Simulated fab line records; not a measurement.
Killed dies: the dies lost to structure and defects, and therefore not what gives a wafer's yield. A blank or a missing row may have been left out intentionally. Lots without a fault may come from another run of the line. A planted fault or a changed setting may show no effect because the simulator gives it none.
fab line records | flow n5_finfet
record lots=4 | wafers=12 | last_day=14
route steps=1938 shown BEOL_M2@875 PASSIVATION@1936
lots that met no fault: from a run of the same line without faults
start_h: the number of hours between the record's first day and the start of the first shown wafer of the lot | wait_h: hours elapsed since this lot's preceding step | " unchanged from the row above | L1.1+2: several wafers, shown together as one row | - no value, or no start given | * or withheld: withheld | < > ~ a bound
route shown NAME@n: names a module that has steps shown in the file, with the first one's number in the route | usual: the fault-free wafers' mean and standard deviation | same: alike in all rows | chamber/n: place in a boat | sites: per-site readings | _std_site: the standard deviation of these | _edge_site: mean of outer sites minus mean of inner sites | radius_mm: for every site, how far away it sits from the centre of the wafer | mask NAME#n: copy n | behind: the tool/chamber that last shaped the wafer | hold: why the lot was held/for how many hours/how that ended | device: the transistor (n, p or np) that didn't switch | end of line: tests run on the same wafers once the route is complete | step lacking rows: just its recipe | killed: the dies lost at the first sort to structure and to defects; this is not the yield of the wafer | map: per-die view of a wafer (x killed, . not killed, _ where there is no die)
set.NAME: setting as actually run; set.NAME@STEP: the setting as run at that earlier step | model.NAME: the simulator's own value behind a step, which no gauge read
a table for each step, a row for each wafer; lots at some steps of the route
services: the hour from which a tool's chamber was out of use, counted from the record's first day as start_h (under 0 if before that day), plus the number of hours and why
## steps
# step N5_BEOL_M2_DEVELOP_27
# recipe develop_time_s=30 | developer=TMAH | resist=CAR-EUV | rinse_liquid=surfactant_rinse | dry=air_spin | dev_temp_c=23
# step N5_BEOL_M2_DESCUM_33
# recipe chemistry=O2 | time_s=7 | source_power_w=50 | bias_power_w=20 | pressure_mtorr=20 | rf_frequency_hz=2.712e+07 | temp_c=40 | resist=CAR-EUV | o2_flow_sccm=225
# step N5_BEOL_M2_ETCH_77
# recipe chemistry=N2/H2 | target=underlayer | target_depth_a=65 | mask_material=CAR-EUV | time_s=5.2 | ion_energy_ev=200 | pressure_mtorr=30 | source_w=840 | bias_w=150 | n2_flow_sccm=200 | h2_flow_sccm=200 | ends=cleared
# step N5_BEOL_M2_ETCH_69
# recipe chemistry=CF4 | target=SiARC | target_depth_a=156 | mask_material=CAR-EUV | time_s=26 | ion_energy_ev=80 | pressure_mtorr=40 | source_w=545 | bias_w=36 | Ar_flow_sccm=100 | cf4_flow_sccm=100 | ends=cleared
# step N5_BEOL_M2_ALD_98
# recipe material=SiO2 | target_thk_a=25 | temp_c=100 | ald_precursor_family=BDEAS | ald_co_reactant=O2-plasma | pulse_time_s=1 | co_reactant_pulse_time_s=1 | purge_time_s=2 | co_reactant_purge_time_s=2 | ald_cycles=17 | pressure_torr=2
# step N5_BEOL_M2_ETCHBACK_99
# recipe chemistry=CHF3 | target=SiO2 | target_depth_a=50 | time_s=10.4 | source_w=215 | bias_w=47 | Ar_flow_sccm=200 | CHF3_flow_sccm=12 | ion_energy_ev=100 | pressure_mtorr=30
# step N5_BEOL_M2_ETCH_70
# recipe chemistry=N2/H2 | target=SOC | target_depth_a=800 | overetch_a=240 | mask_material=SiARC | temp_c=40 | time_s=130 | ion_energy_ev=200 | pressure_mtorr=30 | source_w=840 | bias_w=150 | n2_flow_sccm=200 | h2_flow_sccm=200
# step N5_BEOL_M2_STRIP_71
# recipe chemistry=N2/H2 | temp_c=40 | n2_flow_sccm=200 | h2_flow_sccm=200 | rf_frequency_hz=6e+07
# step N5_BEOL_M2_STRIP_78
# recipe chemistry=N2/H2 | temp_c=40 | n2_flow_sccm=200 | h2_flow_sccm=200 | rf_frequency_hz=6e+07
# step N5_BEOL_M2_VIA_ETCH_34
# recipe chemistry=C4F6/O2 | target_depth_a=694 | mask_material=SOC | pressure_mtorr=15 | ion_energy_ev=250 | taper_deg=4 | time_s=65.9 | source_w=350 | bias_w=170 | Ar_flow_sccm=300 | C4F6_flow_sccm=10 | O2_flow_sccm=10
# usual drypump_motor_current_A=5.7/0.47 | oes_o_777_au=0.79/0.074 | oes_product_au=0.80/0.082 | rf_vpp_V=662/23 | showerhead_plenum_p_Torr=2.84/0.081 | throttle_valve_pct=31.0/0.34
lot.wafer | tool        | chamber | start_h | wait_h | drypump_motor_current_A | oes_o_777_au | oes_product_au | rf_hours_counter_h | rf_vpp_V | showerhead_plenum_p_Torr | throttle_valve_pct
L930.1    | rie_diel-04 | 3       | 141.19  | 0.0    | 6.0                     | 0.94         | 0.98           | 11                 | 687      | 2.79                     | 30.7
L930.2    | "           | 0       | "       | "      | 5.9                     | 0.79         | 0.78           | 112                | 643      | 2.73                     | 30.4
L930.3    | "           | 1       | "       | "      | 5.4                     | 0.89         | 0.88           | 39                 | 625      | 2.92                     | 30.8
L932.1    | rie_diel-04 | 0       | 161.23  | 0.0    | 5.9                     | 0.79         | 0.77           | 119                | 642      | 2.72                     | 30.4
L932.2    | "           | 3       | "       | "      | 6.0                     | 0.92         | 0.95           | 18                 | 686      | 2.79                     | 30.7
L932.4    | "           | 2       | "       | "      | 5.4                     | 0.94         | 0.94           | 13                 | 677      | 2.80                     | 30.4
L939.1    | rie_diel-05 | 0       | 192.61  | 0.0    | 5.1                     | 0.83         | 0.85           | 67                 | 667      | 2.80                     | 31.3
L939.4    | "           | 1       | "       | "      | 5.8                     | 0.84         | 0.87           | 57                 | 685      | 2.77                     | 30.7
L939.5    | "           | 3       | "       | "      | 5.0                     | 0.87         | 0.92           | -                  | 661      | 2.82                     | 31.0
L940.1    | rie_diel-04 | 3       | 201.45  | 0.0    | 6.0                     | 0.90         | 0.93           | 30                 | 684      | 2.78                     | 30.7
L940.3    | "           | 2       | "       | "      | 5.4                     | 0.91         | 0.92           | 24                 | 677      | 2.79                     | 30.4
L940.6    | "           | 0       | "       | "      | 5.9                     | 0.77         | 0.77           | -                  | 640      | 2.72                     | 30.4
# step N5_BEOL_M2_STRIP_83
# recipe chemistry=C4F6/O2 | resist=SiARC | rf_frequency_hz=6e+07
# step N5_BEOL_M2_STRIP_36
# recipe chemistry=N2/H2 | power_w=450 | temp_c=40 | pressure_mtorr=20 | rf_frequency_hz=6e+07 | overash_fraction=0.3 | bias_power_w=7 | h2_frac=0.5 | n2_flow_sccm=200 | h2_flow_sccm=200
# step N5_BEOL_M2_TRENCH_ETCH_37
# recipe chemistry=C4F6/O2 | target_depth_a=555.55 | target=SiOC | time_s=29.2 | ion_energy_ev=250 | pressure_mtorr=30 | source_w=355 | bias_w=185 | Ar_flow_sccm=300 | C4F6_flow_sccm=10 | O2_flow_sccm=10
# step N5_BEOL_M2_ETCH_41
# recipe chemistry=CH3F/O2 | target=SiCN | target_depth_a=299 | taper_deg=2 | time_s=52.5 | ion_energy_ev=120 | mask_material=TiN | pressure_mtorr=30 | source_w=395 | bias_w=75 | Ar_flow_sccm=150 | CH3F_flow_sccm=30 | O2_flow_sccm=20
# step N5_BEOL_M2_STRIP_97
# recipe chemistry=N2/H2 | time_s=10 | power_w=450 | temp_c=40 | pressure_mtorr=20 | rf_frequency_hz=6e+07 | bias_power_w=7 | n2_flow_sccm=200 | h2_flow_sccm=200
# step N5_BEOL_M2_HM_STRIP_39
# recipe chemistry=peroxide_tin_strip | material=TiN | target_depth_a=250 | temp_c=50 | time_s=158
# step N5_BEOL_M2_SRD_40
# recipe time_s=30 | temp_c=23 | rinse_liquid=diw | dry=ipa_marangoni
# step N5_BEOL_M2_PRECLEAN_42
# recipe chemistry=residue_remover | time_s=60 | temp_c=40
# step N5_BEOL_M2_SRD_43
# recipe time_s=30 | temp_c=23 | rinse_liquid=diw | dry=ipa_marangoni
# step N5_BEOL_M2_DEGAS_44
# recipe ambient=vacuum | temp_c=250 | time_s=60
# step N5_BEOL_M2_PRE_CLEAN_45
# recipe gas=H2/He | time_s=30 | temp_c=250
# step N5_BEOL_M2_ALD_84
# recipe material=TaN | target_thk_a=* | temp_c=275 | ald_precursor_family=PDMAT | ald_co_reactant=NH3 | pressure_torr=3 | carrier_flow_sccm=1500 | pulse_time_s=2 | purge_time_s=3 | co_reactant_purge_time_s=2 | co_reactant_pulse_time_s=3 | ald_cycles=30 | precursor_vessel_temp_c=75 | precursor_vessel_pressure_torr=26.25 | precursor_vessel_carrier_sccm=1000
# step N5_BEOL_M2_SURFACE_TREAT_85
# recipe gas=Ar | time_s=* | ion_energy_ev=* | ion_current_ma_cm2=0.5 | pressure_mtorr=* | ar_flow_sccm=30
# step N5_BEOL_M2_CVD_47
# recipe material=Co | target_thk_a=30 | temp_c=withheld | precursor=CCTBA/H2 | pressure_torr=30 | time_s=223.8
# step N5_BEOL_M2_SPUTTER_48
# recipe material=Cu | target_thk_a=45 | temp_c=-20 | chamber_pressure_pa=0.07 | power_w=withheld | time_s=8.29
# step N5_BEOL_M2_ANNEAL_49
# recipe temp_c=400 | time_s=240 | ambient=vacuum
# step N5_BEOL_M2_SPUTTER_79
# recipe material=Cu | target_thk_a=45 | temp_c=-20 | chamber_pressure_pa=0.07 | power_w=withheld | time_s=8.29
# step N5_BEOL_M2_ANNEAL_80
# recipe temp_c=400 | time_s=240 | ambient=vacuum
# step N5_BEOL_M2_SPUTTER_81
# recipe material=Cu | target_thk_a=45 | temp_c=-20 | chamber_pressure_pa=0.07 | power_w=withheld | time_s=8.29
# step N5_BEOL_M2_ANNEAL_82
# recipe temp_c=400 | time_s=240 | ambient=vacuum
# step N5_BEOL_M2_SPUTTER_86
# recipe material=Cu | target_thk_a=45 | temp_c=-20 | chamber_pressure_pa=0.07 | power_w=withheld | time_s=8.29
# step N5_BEOL_M2_ANNEAL_87
# recipe temp_c=400 | time_s=240 | ambient=vacuum
# step N5_BEOL_M2_SPUTTER_88
# recipe material=Cu | target_thk_a=45 | temp_c=-20 | chamber_pressure_pa=0.07 | power_w=withheld | time_s=8.29
# step N5_BEOL_M2_ANNEAL_89
# recipe temp_c=400 | time_s=240 | ambient=vacuum
# step N5_BEOL_M2_SPUTTER_90
# recipe material=Cu | target_thk_a=45 | temp_c=-20 | chamber_pressure_pa=0.07 | power_w=withheld | time_s=8.29
# step N5_BEOL_M2_ANNEAL_91
# recipe temp_c=400 | time_s=240 | ambient=vacuum
# step N5_BEOL_M2_SPUTTER_92
# recipe material=Cu | target_thk_a=45 | temp_c=-20 | chamber_pressure_pa=0.07 | power_w=withheld | time_s=8.29
# step N5_PASSIVATION_PROBE_49
# usual defect_limited_yield=91.2/1.4 | killed_at_M0_to_M3=32/9.3 | killed_at_M4_up=14/4.9 | killed_at_contacts=15/7.5 | killed_at_front_end=40/11 | killed_at_other=4/3.3 | killed_dies=104/17 | killed_on_rim=13/4.2 | killed_open=68/14 | killed_short=33/7.9 | sort_bin_5_function=5.2/0.99 | sort_bin_6_memory=3.2/0.65 | sort_bin_8_speed=0.03/0.19 | sort_n_pass=1076/17 | sort_yield_pct=91.1/1.5
# same gross_dies=1180 | killed_at_back_side=0 | sort_bin_4_leakage[%]=0
lot.wafer | tool      | chamber | start_h | wait_h | defect_limited_yield[%] | killed_at_M0_to_M3 | killed_at_M4_up | killed_at_contacts | killed_at_front_end | killed_at_other | killed_dies | killed_on_rim | killed_open | killed_short | sort_bin_5_function[%] | sort_bin_6_memory[%] | sort_bin_8_speed[%] | sort_n_pass | sort_yield_pct[%]
L930.1    | prober-01 | -       | 272.80  | 0.0    | 91.0                    | 54                 | 8               | 13                 | 29                  | 2               | 106         | 14            | 71          | 35           | 5.5                    | 3.1                  | 0                   | 1074        | 91.0
L930.2    | prober-01 | -       | 272.85  | 0.1    | 91.4                    | 36                 | 18              | 8                  | 36                  | 4               | 102         | 17            | 74          | 28           | 4.4                    | 4.2                  | 0                   | 1078        | 91.4
L930.3    | prober-01 | -       | 272.90  | 0.1    | 93.1                    | 31                 | 20              | 6                  | 23                  | 2               | 82          | 7             | 62          | 20           | 4.5                    | 2.2                  | 0                   | 1098        | 93.1
L932.1    | prober-02 | -       | 287.81  | 0.0    | 81.9                    | 158                | 9               | 26                 | 20                  | 1               | 214         | 21            | 51          | 31           | 10.8                   | 4.1                  | 0                   | 966         | 81.9
L932.2    | prober-02 | -       | 287.86  | 0.1    | 81.3                    | 157                | 7               | 27                 | 26                  | 4               | 221         | 23            | 66          | 33           | 10.6                   | 4.8                  | 0                   | 959         | 81.3
L932.4    | prober-02 | -       | 287.96  | 0.2    | 70.8                    | 126                | 12              | 34                 | 166                 | 6               | 344         | 37            | 73          | 34           | 21.1                   | 4.3                  | 0                   | 836         | 70.8
L939.1    | prober-02 | -       | 319.79  | 0.0    | 89.7                    | 40                 | 11              | 16                 | 44                  | 10              | 121         | 20            | 90          | 26           | 6.1                    | 3.6                  | 0                   | 1059        | 89.7
L939.4    | prober-02 | -       | 319.94  | 0.2    | 91.4                    | 37                 | 16              | 20                 | 25                  | 3               | 101         | 12            | 72          | 28           | 4.8                    | 3.4                  | 1.95                | 1056        | 89.5
L939.5    | prober-02 | -       | 319.99  | 0.2    | 89.7                    | 54                 | 7               | 23                 | 34                  | 4               | 122         | 13            | 84          | 38           | 6.3                    | 3.6                  | 0                   | 1058        | 89.7
L940.1    | prober-02 | -       | 324.86  | 0.0    | 83.5                    | 137                | 6               | 10                 | 40                  | 2               | 195         | 33            | 47          | 38           | 9.9                    | 3.7                  | 0                   | 985         | 83.5
L940.3    | prober-02 | -       | 324.96  | 0.1    | 83.7                    | 115                | 19              | 11                 | 45                  | 2               | 192         | 32            | 70          | 38           | 9.1                    | 5.2                  | 0                   | 988         | 83.7
L940.6    | prober-02 | -       | 325.11  | 0.3    | 82.8                    | 158                | 8               | 5                  | 32                  | 0               | 203         | 16            | 45          | 33           | 10.1                   | 3.8                  | 0                   | 977         | 82.8
# killed by level:class
L930.1 BEOL_M0_SAQP:geometric_particle:short=17 BEOL_M1:geometric_particle:open=17 STI_FIN_REVEAL:geometric_particle:open=13 BEOL_M0_SAQP:geometric_particle:open=12 MOL_CONTACT_COAG:geometric_particle:open=10 GATE_CUT:geometric_particle:short=6 BEOL_M4:geometric_particle:open=5 BEOL_M0:geometric_particle:open=3
L930.2 STI_FIN_REVEAL:geometric_particle:open=13 BEOL_M1:geometric_particle:open=13 MOL_CONTACT_COAG:geometric_particle:open=7 BEOL_M0:geometric_particle:open=6 FIN_SAQP:geometric_particle:short=5 BEOL_M0_SAQP:geometric_particle:short=5 BEOL_M0_SAQP:geometric_particle:open=5 BEOL_M5:geometric_particle:open=4
L930.3 BEOL_M3:geometric_particle:open=10 STI_FIN_REVEAL:geometric_particle:open=7 BEOL_M1:geometric_particle:open=7 BEOL_M4:geometric_particle:open=7 BEOL_M1:geometric_particle:short=5 MOL_CONTACT_COAG:geometric_particle:open=4 BEOL_M5:geometric_particle:open=4 FIN_SAQP:geometric_particle:open=3
L932.1 BEOL_M2:unspecified=131 MOL_CONTACT_COAG:geometric_particle:open=22 BEOL_M0_SAQP:geometric_particle:short=8 BEOL_M5:geometric_particle:open=5 BEOL_M1:geometric_particle:open=4 MOL_CONTACT_COAG:geometric_particle:short=4 BEOL_M0_SAQP:geometric_particle:open=4 BEOL_M2:geometric_particle:open=4
L932.2 BEOL_M2:unspecified=108 MOL_CONTACT_COAG:geometric_particle:open=15 BEOL_M0_SAQP:geometric_particle:open=15 BEOL_M0_SAQP:geometric_particle:short=13 BEOL_M1:geometric_particle:open=8 MOL_CONTACT_COAG:area_etch=8 FIN_SAQP:geometric_particle:open=6 HKMG_FIN:area_etch=6
L932.4 FIN_CUT:area_etch=137 BEOL_M2:unspecified=91 MOL_CONTACT_COAG:geometric_particle:open=27 BEOL_M0_SAQP:geometric_particle:open=11 BEOL_M2:geometric_particle:open=10 STI_FIN_REVEAL:geometric_particle:open=7 MOL_CONTACT_COAG:geometric_particle:short=7 BEOL_M0_SAQP:geometric_particle:short=6
L939.1 MOL_CONTACT_COAG:geometric_particle:open=15 BEOL_M3:geometric_particle:open=13 BEOL_M0_SAQP:geometric_particle:open=11 STI_FIN_REVEAL:geometric_particle:open=9 FIN_SAQP:geometric_particle:open=8 BEOL_M0_SAQP:geometric_particle:short=7 DUMMY_GATE:geometric_particle:open=5 BEOL_M4:geometric_particle:open=5
L939.4 MOL_CONTACT_COAG:geometric_particle:open=16 BEOL_M0_SAQP:geometric_particle:short=13 STI_FIN_REVEAL:geometric_particle:open=11 BEOL_M4:geometric_particle:open=9 BEOL_M3:geometric_particle:open=7 BEOL_M1:geometric_particle:open=5 MOL_CONTACT_COAG:geometric_particle:short=4 BEOL_M0_SAQP:geometric_particle:open=4
L939.5 BEOL_M3:geometric_particle:open=30 MOL_CONTACT_COAG:geometric_particle:open=15 FIN_SAQP:geometric_particle:open=9 BEOL_M3:geometric_particle:short=9 MOL_CONTACT_COAG:geometric_particle:short=8 GATE_CUT:geometric_particle:short=6 STI_FIN_REVEAL:geometric_particle:open=5 BEOL_M0_SAQP:geometric_particle:open=4
L940.1 BEOL_M2:unspecified=109 FIN_SAQP:geometric_particle:short=12 BEOL_M3:geometric_particle:open=8 MOL_CONTACT_COAG:geometric_particle:open=6 STI_FIN_REVEAL:geometric_particle:open=6 FIN_SAQP:geometric_particle:open=5 BEOL_M0_SAQP:geometric_particle:open=5 BEOL_M0_SAQP:geometric_particle:short=5
L940.3 BEOL_M2:unspecified=82 FIN_SAQP:geometric_particle:short=12 FIN_SAQP:geometric_particle:open=9 BEOL_M3:geometric_particle:open=9 MOL_CONTACT_COAG:geometric_particle:open=9 BEOL_M4:geometric_particle:open=9 BEOL_M0_SAQP:geometric_particle:short=8 BEOL_M2:geometric_particle:open=5
L940.6 BEOL_M2:unspecified=124 FIN_SAQP:geometric_particle:short=14 BEOL_M0_SAQP:geometric_particle:open=13 FIN_SAQP:geometric_particle:open=9 BEOL_M0_SAQP:geometric_particle:short=8 BEOL_M2:geometric_particle:open=8 MOL_CONTACT_COAG:geometric_particle:short=3 DUMMY_GATE:geometric_particle:open=2
# map L932.4 (x killed, . not)
_________________............________________
______________.................._____________
___________..x.....x...x...........__________
__________x.....x..................x_________
________.x.....................x.x...._______
_______xx..........x...x...x...........______
______.....x........x...xx.x............_____
_____...xx....x..........x...x...........____
____.x...x................x.....x.........___
___........x...x.x..xx........x...xx..xx.x.__
___x.x.........x.x..xx.........x...........__
__............x.x....x.........x.x.....xx..x_
__.............x........xxx..x......x..x.x.._
_......x.............x.x..................x..
_..x....x.............x...x..x.x..x..........
_.........x...........x.x...x.....xx.........
_.xx...............xx.xx.x.............x....x
_....x.....x..x.xxxxx.x.......x......x.......
_.....x..x.x.....x.xx...x...........x........
_....x..x.x........x..x....xx....x..xx...x.x.
_......xx.xx.xx..xx...x.......x.....x...x....
__.x....x.x..x..x..xxx.x.xx...xxxx....x....._
__..xxx..xx.x...x.x..xx.x.....x.x...x..x...._
___...xxxxxx.xxxxxxxxxx.x.....xx..x.....x..__
___.x.xxx.xxxx.xxx.x.xx..x.x.x....x........__
____x.xxxxxxxxxxx.xxxxxxxx.xxx...xx.......___
_____xxxxxxxxxxxxx.x.xx.xxxx.x......xx...____
______xxxxxxxxxxxx.x...xxxxxx.....x....._____
_______xxxxxxxxxxxx....x..x.......x....______
________xxxxxxxxxx.xx..x..x..xx....x.._______
__________xxxxxxxxx.xxxxxx.........._________
___________xxxxxx.xxxx.x..xx.xx..x.__________
______________x......x.x.xxx...._____________
_________________.xx.xxx.x...________________
# map L940.6 (x killed, . not)
_________________............________________
______________.................._____________
___________....x..x.x..............__________
__________.........................._________
________x............................._______
_______...............x................______
______...........x....xx.............x.._____
_____..................x..........x...x..____
____.....x................x...x..........x___
___........x....x..........................__
___....................x.................x.__
__...x...........................x.x......x._
__......x..................................._
_x....x.........x...x..........x......x......
_...x...........x..........xxx...............
_.......................x.xxx.x.x.x.........x
_..................x....x.xxxxxxxxx..x.......
_.............x........xxxxxxxxx.x.x..x......
_.......x...............xxxxxxxxxxxx.........
_...................xxxxxxxxxxxxxxxx....x....
_....................x.xxxxxxxxxxxxxxx.......
__x....x..............xxxxxxxxxxxxx........x_
__.........x...........xxxxxxxxxxxxx......x._
___..........x.x.....xx.xxxxxxxxx.x........__
___.x.....x............x..xxxxxxx......x..x__
____...x......x.x....x..x..xxxx...........___
_____xx..x...............x..x...x........____
______..x..........x...x..x.xx.........._____
_______..x..........x..................______
________x......................x......_______
__________.....................xx..._________
___________......................x.__________
______________........x........._____________
_________________....x..x....________________
## services
tool        | chamber | start_h | hours | kind
rie_diel-04 | -       | 148.85  | 0.1   | repair
rie_diel-04 | 2       | 172.28  | 4.3   | repair
rie_diel-05 | 0       | 185.05  | 3.2   | repair
rie_diel-04 | -       | 190.71  | 1.6   | repair
## key
first_sign step=N5_PASSIVATION_PROBE_49 | reading=killed_at_M0_to_M3 | direction=up | sigmas=12 | usual=32 | struck=142
effect step=N5_PASSIVATION_PROBE_49 | reading=defect_limited_yield | direction=down | sigmas=7.3 | usual=91.2 | struck=80.7
more_kills_born_at N5_BEOL_M2_VIA_ETCH_34@rie_diel-04=645
met_at N5_BEOL_M2_VIA_ETCH_34
struck_wafers L932.1,L932.2,L932.4,L940.1,L940.3,L940.6
baseline_loss step=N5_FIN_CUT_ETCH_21 | wafers=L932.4
onset_between 141.19 161.23
fault kind=chamber_particle_source | tool=rie_diel-04 | chamber=- | onset_h=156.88 | steps=N5_BEOL_M2_VIA_ETCH_34 | rate_per_visit_cm2=1.1299 | end_h=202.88
# baseline_loss: these wafers lose ten dies or more at that step, a loss of the line's own and not of a fault; the sort's usual values leave them out
